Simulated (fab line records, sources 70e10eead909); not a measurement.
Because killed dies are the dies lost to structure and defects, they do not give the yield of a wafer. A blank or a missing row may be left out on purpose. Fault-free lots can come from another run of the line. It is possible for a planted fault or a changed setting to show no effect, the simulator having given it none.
8D (eight disciplines) problem report, filled in by code	flow nand-harc	the parts of the form that need people (team, actions taken, sign-off) are left out

## 1. WHAT IS WRONG
A mean of 0.814 a.u. is read at NHARC_A_STAIRCASE_ETCH_23 for oes-product-au, taken on 1 wafer of 1 lot, against 0.943 a.u. (standard deviation 0.014) on wafers free of any fault. Measured from the usual mean, that is -9.2 standard deviations.
The step: etches the open film in C4F8/O2, target depth 100 nm, time 40.5 s.
Earliest sighting: wafer L815.2 on rie-diel-11 at day 21 04:11. Wafers with a number at this step in the record: 38, from 13 lots. By rule, "out" or "out of limits" means more than 4 standard deviations away from the usual mean. The rest of the wafers with a number are treated as sound.

## 2. WHAT IT IS, WHAT IT ISN'T
question	is	is not
which readings at this step	oes-product-au	rf-vpp-V
which lots	L815	L803, L804, L806, L807, L808, L818, L820, L821, L823, L824, L825, L826
which wafers of those lots	L815.2	L815.3
read on which tools	rie-diel-11	rie-diel-07, rie-diel-12
when	from day 21 04:11	up to then (16 sound wafers); but 21 sound wafers of L818, L820, L821, L823, L824, L825, L826 came after

## 3. THE SUSPECTS, EACH WITH WHAT RULES IT OUT
Counting: any tool at a process step up to the reading remains a suspect provided it ran every lot that is out. Sound lots after the first of them don't rule it out here, since some wafers of a struck lot are sound.
- plasma-asher-01 at NHARC_A_STAIRCASE_STRIP_171 (strips in O2): kept. The lot that is out, L815, ran on it at day 21 01:10; the last sound lot it ran before that was L807, at day 17 05:56.
- rie-diel-07 at NHARC_A_STAIRCASE_ETCH_15 (etches the open film in C4F8/O2, target depth 100 nm, time 40.5 s): kept. The lot that is out, L815, ran on it at day 21 04:11; the last sound lot it ran before that was L807, at day 17 09:40. NHARC_A_STAIRCASE_ETCH_15: start missing for some lots; hours and lot order therefore follow NHARC_A_STAIRCASE_ETCH_23.
- rie-diel-11 at NHARC_A_STAIRCASE_ETCH_21 (etches the open film in C4F8/O2, target depth 100 nm, time 40.5 s): kept. It ran the lot that is out, L815 (day 21 04:11). NHARC_A_STAIRCASE_ETCH_21: start missing for some lots; hours and lot order therefore follow NHARC_A_STAIRCASE_ETCH_23.
- rie-diel-11 at NHARC_A_STAIRCASE_ETCH_23 (etches the open film in C4F8/O2, target depth 100 nm, time 40.5 s): kept. It ran the lot that is out, L815 (day 21 04:11). Its own oes-product-au readings are out on those wafers.
- At NHARC_A_STAIRCASE_STRIP_171 on plasma-asher-01, chamber 0 took the sound wafers of the same lots and chamber 1 took the wafers that are out.
- At NHARC_A_STAIRCASE_ETCH_15 on rie-diel-07, chamber 2 took the sound wafers of the same lots and chamber 3 took the wafers that are out.
- At NHARC_A_STAIRCASE_ETCH_21 on rie-diel-11, chamber 1 took the sound wafers of the same lots and chamber 2 took the wafers that are out.
- At NHARC_A_STAIRCASE_ETCH_23 on rie-diel-11, chamber 0 took the sound wafers of the same lots and chamber 3 took the wafers that are out.
Left after counting: plasma-asher-01 at NHARC_A_STAIRCASE_STRIP_171, rie-diel-07 at NHARC_A_STAIRCASE_ETCH_15, rie-diel-11 at NHARC_A_STAIRCASE_ETCH_21, rie-diel-11 at NHARC_A_STAIRCASE_ETCH_23.

## 4. THE CAUSE (what the simulator had put in)
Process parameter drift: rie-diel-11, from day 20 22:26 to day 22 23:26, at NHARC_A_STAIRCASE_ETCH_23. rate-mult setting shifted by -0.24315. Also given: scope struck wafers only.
Of the 4 suspects that counting leaves, this tool is one.

## 5. THE CHAIN OF EFFECTS, in route order
Each row: a reading whose mean over the struck wafers that have a number lies more than 3 standard deviations from the usual. Only readings for which the record gives a usual standard deviation are gone through. hours: the time from each lot's start at the first step in this table that gives one to its start at this step, as a median over the lots. sigmas: the change in usual standard deviations.
hours	step	reading	usual	on struck wafers	change	sigmas
0	NHARC_A_STAIRCASE_ETCH_23	oes-product-au	0.943 a.u.	0.814	-0.129	-9.2
Here are the process steps it includes:
- NHARC_A_STAIRCASE_ETCH_23: etches the open film in C4F8/O2, target depth 100 nm, time 40.5 s.

## 6. HOW IT WOULD HAVE BEEN CAUGHT EARLIER
First out-of-limits reading in this record: day 21 04:11, which is 6 hours after fault onset at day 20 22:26.
